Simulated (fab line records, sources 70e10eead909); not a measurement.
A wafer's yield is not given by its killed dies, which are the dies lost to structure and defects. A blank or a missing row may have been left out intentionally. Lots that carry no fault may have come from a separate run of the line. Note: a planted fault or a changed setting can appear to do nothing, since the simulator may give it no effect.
Chamber matching / flow nandHarc / aldHk-01 running NHARC_A_CHANNEL_FILL_D1_ALD_02: 4 sister chambers
The step deposits SiO2, target thk 6 nm, pulse time 10 s, ald cycles 60. 4 wafers are shown with their chamber, then 9 later ones without.

EACH WAFER AND ITS CHAMBER
wafer=L089.3; chamber=1; heaterPowerW (W)=502
wafer=L093.1; chamber=0; heaterPowerW (W)=523
wafer=L093.2; chamber=2; heaterPowerW (W)=486
wafer=L093.3; chamber=3; heaterPowerW (W)=474

WAFERS WHOSE CHAMBER IS MISSING
wafer=L092.2; heaterPowerW (W)=482
wafer=L092.3; heaterPowerW (W)=521
wafer=L092.6; heaterPowerW (W)=486
wafer=L094.1; heaterPowerW (W)=449
wafer=L094.4; heaterPowerW (W)=497
wafer=L094.6; heaterPowerW (W)=535
wafer=L097.1; heaterPowerW (W)=531
wafer=L097.2; heaterPowerW (W)=487
wafer=L097.6; heaterPowerW (W)=493

WHICH CHAMBER EACH WENT THROUGH
wafer=L092.2; from the rows above=can't be placed: 2 or 3 or 1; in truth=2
wafer=L092.3; from the rows above=can't be placed: 0 or 1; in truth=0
wafer=L092.6; from the rows above=can't be placed: 2 or 3 or 1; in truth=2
wafer=L094.1; from the rows above=can't be placed: 3 or 2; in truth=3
wafer=L094.4; from the rows above=can't be placed: 1 or 2 or 3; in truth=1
wafer=L094.6; from the rows above=0; in truth=0
wafer=L097.1; from the rows above=0; in truth=0
wafer=L097.2; from the rows above=can't be placed: 2 or 3 or 1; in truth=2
wafer=L097.6; from the rows above=can't be placed: 2 or 1 or 3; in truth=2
Placed correctly: 2 of 9. Cannot be placed on the basis of these rows: 7; the candidates contain the true chamber in 7. Wrongly placed: 0.
How it was worked out, from the rows above alone: a wafer's distance from a chamber is the root of the sum, over the readings, of the square of ((its reading less the chamber's mean) divided by the reading's scatter). The wafer belongs to the nearest chamber; if the next one is less than 2 further off, it can't be placed. The mean given for a chamber averages the wafers shown for that chamber. The scatter: with one shown wafer a chamber, the root of the mean of the squares of how far each hidden wafer lies from its nearest shown one.
